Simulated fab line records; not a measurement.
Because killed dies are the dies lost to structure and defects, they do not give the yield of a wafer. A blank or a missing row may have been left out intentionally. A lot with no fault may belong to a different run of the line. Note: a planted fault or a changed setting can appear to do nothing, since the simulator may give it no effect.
Split-lot experiment    flow n5_finfet    21 wafers read across 7 lots, on a route 1938 steps long

## THE SPLIT
At N5_HKMG_FIN_PEB_10 (peb time 60 s), the setting peb_time_s was moved away from the recipe's 60 s on 6 of the 21 wafers read, by -20.4% to +14.8%. This setting was run at the recipe's value on the other wafers.

## THE PATH FROM SPLIT TO READING: the file shows 1 step between them
- N5_HKMG_FIN_DEVELOP_11: develop time 30 s

## THE READING
cd_nm (nm) at N5_HKMG_FIN_CD_MEAS_12, where the cd target is 92.8 nm. Typical for fault-free wafers on this fab line: 92.5 nm, with standard deviation 0.91 nm.

wafer   tool, chamber at the split  peb_time_s as run, s  against the recipe  cd_nm, nm  against lot-mates on the recipe
L074.1  litho_track-02, 0           60                    recipe              93.9       -
L074.2  litho_track-02, 0           60                    recipe              92.8       -
L074.6  litho_track-02, 0           60                    recipe              93.3       -
L075.1  litho_track-02, 0           60                    recipe              93.1       -
L075.4  litho_track-02, 0           60                    recipe              94.0       -
L075.5  litho_track-02, 0           60                    recipe              93.3       -
L076.2  litho_track-04, 0           60                    recipe              91.6       -
L076.3  litho_track-04, 0           68.89                 +14.8%              98.1       +6.5
L076.6  litho_track-04, 0           68.89                 +14.8%              98.2       +6.6
L079.2  litho_track-02, 0           60                    recipe              92.6       -
L079.3  litho_track-02, 0           60                    recipe              92.4       -
L079.4  litho_track-02, 0           49.83                 -16.9%              86.5       -6.0
L080.3  litho_track-05, 0           60                    recipe              91.0       -
L080.5  litho_track-05, 0           47.79                 -20.4%              84.6       -6.4
L080.6  litho_track-05, 0           47.79                 -20.4%              84.5       -6.5
L092.1  litho_track-05, 0           60                    recipe              92.1       -
L092.4  litho_track-05, 0           60                    recipe              91.9       -
L092.5  litho_track-05, 0           60                    recipe              91.1       -
L096.2  litho_track-05, 0           60                    recipe              90.3       -
L096.4  litho_track-05, 0           60                    recipe              91.6       -
L096.6  litho_track-05, 0           55.17                 -8.1%               89.4       -1.5

FIT RESULTS
A straight line over all 21 wafers: cd_nm changes by +0.379 nm for each +1% of peb_time_s; r = +0.96; the points scatter about the line by 0.95 nm.
The same after taking each lot's own level away (the mean of its wafers on the recipe; 21 wafers): +0.358 nm for each +1%; r = +0.98; scatter 0.62 nm.
Per that fit: largest peb_time_s move, reading shift of 7.3 nm.
The lots' own levels span 90.95 to 93.47 nm, that is 2.8 times the standard deviation above.
Hence the lot-to-lot level has little effect on the slope; both slopes agree.
Check: for one of the wafers moved furthest among these (-20.4%), held out of the fit, the line's prediction against its lot-mates is -7.26 nm. It came out at -6.4 nm against them.

## THE OTHER SPLITS THESE WAFERS WENT THROUGH
Before the reading, these wafers also passed through other splits. Each is held against what the fit with the lots' levels taken away leaves over:
other split on the same wafers  wafers away from the commonest value  r with cd_nm (lot level and that fit taken away)
N5_SD_EPI_N_PEB_07 peb_temp_c   8                                     +0.17
N5_SDB_ALD_29 ald_cycles        5                                     +0.05

## FILE'S OWN FIT
cd_nm changes by +0.349 nm for each +1% of peb_time_s, r = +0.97.
